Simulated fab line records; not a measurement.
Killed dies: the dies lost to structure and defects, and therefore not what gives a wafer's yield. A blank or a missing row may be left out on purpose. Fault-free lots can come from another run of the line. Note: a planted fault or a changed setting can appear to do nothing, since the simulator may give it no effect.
Chamber matching	flow n5 finfet	rie diel-03 running N5_BEOL_M15_VIA_ETCH_16: 4 sister chambers
The step etches SiO2 in C4F8/O2/Ar, target depth 1792.2 nm. 4 wafers are shown with their chamber, then 7 later ones without.

== WAFERS WITH THEIR CHAMBER ==
wafer	chamber	rf vpp V (V)
L080.4	1	2193
L080.5	3	2196
L081.3	2	2232
L081.4	0	2282

== WAFERS WHOSE CHAMBER IS MISSING ==
wafer	rf vpp V (V)
L081.6	2192
L095.1	2231
L095.3	2192
L095.6	2194
L096.1	2230
L096.4	2193
L096.5	2280

== EACH ONE'S CHAMBER ==
wafer	from the rows above	in truth
L081.6	1	1
L095.1	2	2
L095.3	1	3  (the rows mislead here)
L095.6	can't be placed: 1 or 3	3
L096.1	2	2
L096.4	1	1
L096.5	0	0
Correctly placed: 5 of 7. Not placeable from these rows: 1 (in 1, the candidates include the true chamber). Number placed wrongly: 1.
How it was worked out, from the rows above alone: a wafer's distance from a chamber is the root of the sum, over the readings, of the square of ((its reading less the chamber's mean) divided by the reading's scatter). If the next closest chamber is less than 2 further off than the closest, the wafer can't be placed; otherwise it belongs to the closest. Each chamber's mean is taken over the wafers shown for it. The scatter (one wafer shown for each chamber): square how far every hidden wafer sits from the nearest shown wafer, average those squares and take the square root.
